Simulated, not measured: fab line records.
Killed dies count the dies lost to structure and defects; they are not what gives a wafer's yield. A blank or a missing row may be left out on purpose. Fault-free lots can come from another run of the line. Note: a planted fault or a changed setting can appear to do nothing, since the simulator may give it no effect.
Struck lot and sound lot, side by side	flow nandHarc	28 steps out of a route of 1302
Sound: the wafers L979.1, L979.2, L979.5. Struck: wafer L987.3 (L987.1, L987.6, from the same lot, were not struck and are left out); the cause is given at the end.
For every step that has rows: the tool of each side, followed by ch and its chambers, followed by its first start. Under that, the readings that differ: sound wafers	struck wafers	difference of the means	sigmas: that difference in standard deviations of wafers without a fault.
alike: same words and numbers on both sides, and readings whose means sit less than 2 such deviations apart. not compared: any withheld reading, any reading some wafer has no value for, any bound like >300 that may hide the same value, and any number with overlapping values for which the record gives no deviation.
The two part at a step that has a row with sigmas, a row that says differs or no value, or rows on one side only. When numbers do not overlap yet have no deviation, they are printed without sigmas and do not part them. A reading missing from all wafers of one side parts the sides only when that side holds two or more wafers.

NHARC_A_CHANNEL_HOLE_D2_INSPECT_12:
  sound: defectInspect-01 at day 14 02:13; struck: defectInspect-02 at day 17 04:06
  alike: rawDefectCount
then, 4 steps without rows for these wafers: NHARC_A_CHANNEL_HOLE_D2_DESCUM_15 (chemistry O2, time 3 s); NHARC_A_CHANNEL_HOLE_D2_ETCH_38 (etches the open film in CF4, target depth 39 nm, time 65 s); NHARC_A_CHANNEL_HOLE_D2_ETCH_39 (etches the open film in N2/H2, target depth 260 nm, time 325 s); NHARC_A_CHANNEL_HOLE_D2_ETCH_34 (etches the open film in CF4/CHF3, target depth 154 nm, time 77 s).
NHARC_A_CHANNEL_HOLE_D2_ETCH_16: etches the open film in O2/COS, target depth 3100 nm, time 806 s.
  sound: rieDiel-10 ch 0,1,2; struck: rieDiel-10 ch 0
  alike: drypumpMotorCurrentA, oesProductAu, rfVppV, showerheadPlenumPTorr, throttleValvePct
  not compared: rfHoursCounterH
NHARC_A_CHANNEL_HOLE_D2_CD_MEAS_18:
  sound: cdSem-01 at day 14 03:23; struck: cdSem-02 at day 17 05:42
  alike: cdNm
then, 3 steps without rows for these wafers: NHARC_A_CHANNEL_HOLE_D2_ETCH_19 (etches the open film in C4F8/O2/Ar, time 34.5 s); NHARC_A_CHANNEL_HOLE_D2_ETCH_20 (etches the open film in C4F8/O2/Ar, time 361.9 s, target depth 1600 nm); NHARC_A_CHANNEL_HOLE_D2_ETCH_21 (etches the open film in C4F8/O2/Ar, time 514.3 s, target depth 1600 nm).
NHARC_A_CHANNEL_HOLE_D2_ETCH_22: etches the open film in C4F8/O2/Ar, time 666.7 s, target depth 1600 nm.
  sound on harEtch-02 ch 0,1, day 14 04:19; struck on harEtch-01 ch 0, day 17 10:11
reading	sound	struck	difference	sigmas
showerheadPlenumPTorr (Torr)	3.73 3.66 3.73	3.61	-0.10	-2
  alike: drypumpMotorCurrentA, oesAirLineAu, throttleValvePct
  not compared: rfHoursCounterH
then, 1 step without rows for these wafers: NHARC_A_CHANNEL_HOLE_D2_ETCH_23 (etches the open film in C4F8/O2/Ar, time 819 s, target depth 1600 nm).
NHARC_A_CHANNEL_HOLE_D2_ETCH_24: etches the open film in C4F8/O2/Ar, time 906.2 s, target depth 1500 nm.
  sound on harEtch-02 ch 0,1, day 14 05:34; struck on harEtch-01 ch 0, day 17 11:26
reading	sound	struck	difference	sigmas
showerheadPlenumPTorr (Torr)	3.72 3.66 3.72	3.60	-0.10	-2
  alike: drypumpMotorCurrentA, oesAirLineAu, throttleValvePct
  not compared: rfHoursCounterH
then, 2 steps without rows for these wafers: NHARC_A_CHANNEL_HOLE_D2_ETCH_25 (etches the open film in C4F8/O2/Ar, time 1040.2 s, target depth 1500 nm); NHARC_A_CHANNEL_HOLE_D2_ETCH_26 (etches the open film in C4F8/O2/Ar, time 224.1 s, target depth 300 nm).
NHARC_A_CHANNEL_HOLE_D2_ETCH_27: etches the open film in C4F8/O2/Ar, time 90 s, target depth 400 nm.
  sound on harEtch-02 ch 0,1, day 14 07:25; struck on harEtch-01 ch 0, day 17 13:17
reading	sound	struck	difference	sigmas
showerheadPlenumPTorr (Torr)	3.77 3.70 3.77	3.64	-0.11	-2
  alike: drypumpMotorCurrentA, oesAirLineAu, throttleValvePct
  not compared: rfHoursCounterH
then, 3 steps without rows for these wafers: NHARC_A_CHANNEL_HOLE_D2_STRIP_41 (strips in N2/H2); NHARC_A_CHANNEL_HOLE_D2_STRIP_42 (strips in CF4/CHF3); NHARC_A_CHANNEL_HOLE_D2_STRIP_43 (strips in O2/COS).
NHARC_A_CHANNEL_HOLE_D2_ETCH_44: etches the open film in CF4/O2, target depth 140 nm, overetch 14 nm, time 77 s.
  sound on rieDiel-10 ch 0,1, day 14 08:10; struck on rieDiel-10 ch 0, day 17 14:02
  alike: drypumpMotorCurrentA, oes_ar_750_au, oesProductAu, rfVppV, showerheadPlenumPTorr, throttleValvePct
  not compared: rfHoursCounterH
then, 3 steps without rows for these wafers: NHARC_A_CHANNEL_HOLE_D2_STRIP_28 (strips in O2); NHARC_A_CHANNEL_HOLE_D2_PRECLEAN_29 (cleans in SC1); NHARC_A_CHANNEL_HOLE_D2_SRD_30.
NHARC_A_CHANNEL_HOLE_D2_CD_MEAS_31:
  sound: cdSem-01 at day 14 08:58; struck: cdSem-02 at day 17 14:52
  alike: cdNm
NHARC_A_CHANNEL_HOLE_D2_XSEM_32:
  sound on xsem-01 ch 0, day 14 09:02; struck on xsem-01 ch 0, day 17 14:57
reading	sound	struck	difference	sigmas
bowNm (nm)	8.36 8.34 8.38	9.07	+0.71	+3
  alike: botCdNm, tiltDeg
NHARC_A_CHANNEL_HOLE_D2_INSPECT_40:
  sound: defectInspect-01 at day 14 09:08; struck: defectInspect-02 at day 17 15:03
reading	sound	struck	difference	sigmas
rawDefectCount	279 371 289	919	+606	+9
then, 1 step without rows for these wafers: NHARC_A_CHANNEL_FILL_D2_PRECLEAN_00 (cleans in SC1).
-- jump in the record: it breaks off in module A_CHANNEL_FILL_D2 and resumes in module END (first step shown: number 1302 of the route), and 11 days separate the struck wafers' starts before and after --
NHARC_END_SORT_01:
  at this point the record logs the struck wafers (prober-02 ch 0, day 28 17:40) and has no rows for the sound ones

== WHERE THEY PART ==
Last at NHARC_END_SORT_01 as far as this record goes, first at NHARC_A_CHANNEL_HOLE_D2_ETCH_22.

WHY: the cause the simulator had injected
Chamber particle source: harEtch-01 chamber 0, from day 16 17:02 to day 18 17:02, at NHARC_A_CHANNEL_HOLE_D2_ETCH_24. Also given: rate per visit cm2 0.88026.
